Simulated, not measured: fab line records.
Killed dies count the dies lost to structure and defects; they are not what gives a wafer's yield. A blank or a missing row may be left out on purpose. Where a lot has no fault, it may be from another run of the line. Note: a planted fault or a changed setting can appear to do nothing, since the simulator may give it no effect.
Split-lot trial + flow n5_finfet + route with 1938 steps; 7 lots, 21 wafers read

## ABOUT THE SPLIT
At N5_SD_EPI_N_PEB_07 (peb time 60 s), the setting peb_temp_c was moved away from the recipe's 110 C on 10 of the 21 wafers read, by -2.0% to +2.1%. The other wafers ran this setting at the recipe's value.

## BETWEEN THE SPLIT AND THE READING: the file shows 1 step in between
- N5_SD_EPI_N_DEVELOP_08: develop time 30 s

## THE READING
cd_nm, in nm, at N5_SD_EPI_N_CD_MEAS_09 (target cd 120 nm). Fault-free wafers of this fab line usually give 120.0 nm, standard deviation 0.55 nm.

| wafer  | tool, chamber at the split | peb_temp_c as run, C | against the recipe | cd_nm, nm | against lot-mates on the recipe |
|--------|----------------------------|----------------------|--------------------|-----------|---------------------------------|
| L081.1 | litho_track-02, 0          | 111.1                | +1.0%              | 123.0     | +3.2                            |
| L081.2 | litho_track-02, 0          | 110                  | recipe             | 119.7     | -                               |
| L081.6 | litho_track-02, 0          | 110                  | recipe             | 120.0     | -                               |
| L083.1 | litho_track-02, 0          | 112.3                | +2.1%              | 125.8     | +5.8                            |
| L083.2 | litho_track-02, 0          | 110                  | recipe             | 120.0     | -                               |
| L083.4 | litho_track-02, 0          | 112.3                | +2.1%              | 125.1     | +5.1                            |
| L088.1 | litho_track-02, 0          | 108                  | -1.8%              | 115.0     | -5.0                            |
| L088.5 | litho_track-02, 0          | 108                  | -1.8%              | 115.0     | -5.0                            |
| L088.6 | litho_track-02, 0          | 110                  | recipe             | 120.0     | -                               |
| L090.2 | litho_track-04, 0          | 111.9                | +1.7%              | 124.9     | +5.0                            |
| L090.3 | litho_track-04, 0          | 111.9                | +1.7%              | 124.5     | +4.6                            |
| L090.4 | litho_track-04, 0          | 110                  | recipe             | 119.9     | -                               |
| L091.2 | litho_track-02, 0          | 110                  | recipe             | 120.3     | -                               |
| L091.3 | litho_track-02, 0          | 108.9                | -1.0%              | 117.1     | -3.2                            |
| L091.5 | litho_track-02, 0          | 108.9                | -1.0%              | 117.3     | -3.0                            |
| L092.3 | litho_track-04, 0          | 110                  | recipe             | 120.4     | -                               |
| L092.4 | litho_track-04, 0          | 110                  | recipe             | 120.6     | -                               |
| L092.6 | litho_track-04, 0          | 110                  | recipe             | 120.1     | -                               |
| L093.2 | litho_track-02, 0          | 107.8                | -2.0%              | 114.6     | -5.5                            |
| L093.3 | litho_track-02, 0          | 110                  | recipe             | 119.6     | -                               |
| L093.4 | litho_track-02, 0          | 110                  | recipe             | 120.6     | -                               |

THE FIT
A straight line over all 21 wafers: cd_nm changes by +2.7 nm for each +1% of peb_temp_c; r = +1.00; the points scatter about the line by 0.3 nm.
The same after taking each lot's own level away (the mean of its wafers on the recipe; 21 wafers): +2.75 nm for each +1%; r = +1.00; scatter 0.29 nm.
Per that fit: largest peb_temp_c move, reading shift of 5.8 nm.
The span of the lots' own levels, 119.85 to 120.37 nm, comes to 0.9 times the standard deviation stated above.
The two slopes agree, so the slope changes little with the lot-to-lot level.
Check: +5.7 nm against its lot-mates is what the line predicts for one of the wafers moved furthest among these (+2.1%) when that wafer is left out of the fit. It came out at +5.8 nm against them.

## THE WHOLE CHAIN: every reading that the file lists as answering this split, in the file's order
| step                    | what it does                                                | reading                                                         | change (the file's fit)              | r (the file's) |
|-------------------------|-------------------------------------------------------------|-----------------------------------------------------------------|--------------------------------------|----------------|
| N5_SD_EPI_N_CD_MEAS_09  | target cd 120 nm                                            | cd_nm                                                           | +2.76 nm for each +1% of the setting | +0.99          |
| N5_SD_EPI_N_DESCUM_14   | chemistry O2, time 7.9 s                                    | SD_EPI_N.cd_nm (the simulator's own value, which no gauge read) | +2.73 nm for each +1% of the setting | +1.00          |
| N5_SD_EPI_N_ETCH_34     | etches SiARC in CF4, target depth 45.5 nm, time 75.8 s      | SD_EPI_N.cd_nm (the simulator's own value, which no gauge read) | +2.75 nm for each +1% of the setting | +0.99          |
| N5_SD_EPI_N_ETCH_35     | etches SOC in N2/H2, overetch 108 nm, time 486 s            | SD_EPI_N.cd_nm (the simulator's own value, which no gauge read) | +2.44 nm for each +1% of the setting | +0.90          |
| N5_SD_EPI_N_ETCHBACK_44 | etches SiNx in CH3F/O2, stops on SiO2, target depth 14.5 nm | SD_EPI_N.cd_nm (the simulator's own value, which no gauge read) | +2.47 nm for each +1% of the setting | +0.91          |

## THE FILE'S OWN FIT
cd_nm changes by +2.76 nm for each +1% of peb_temp_c, r = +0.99.
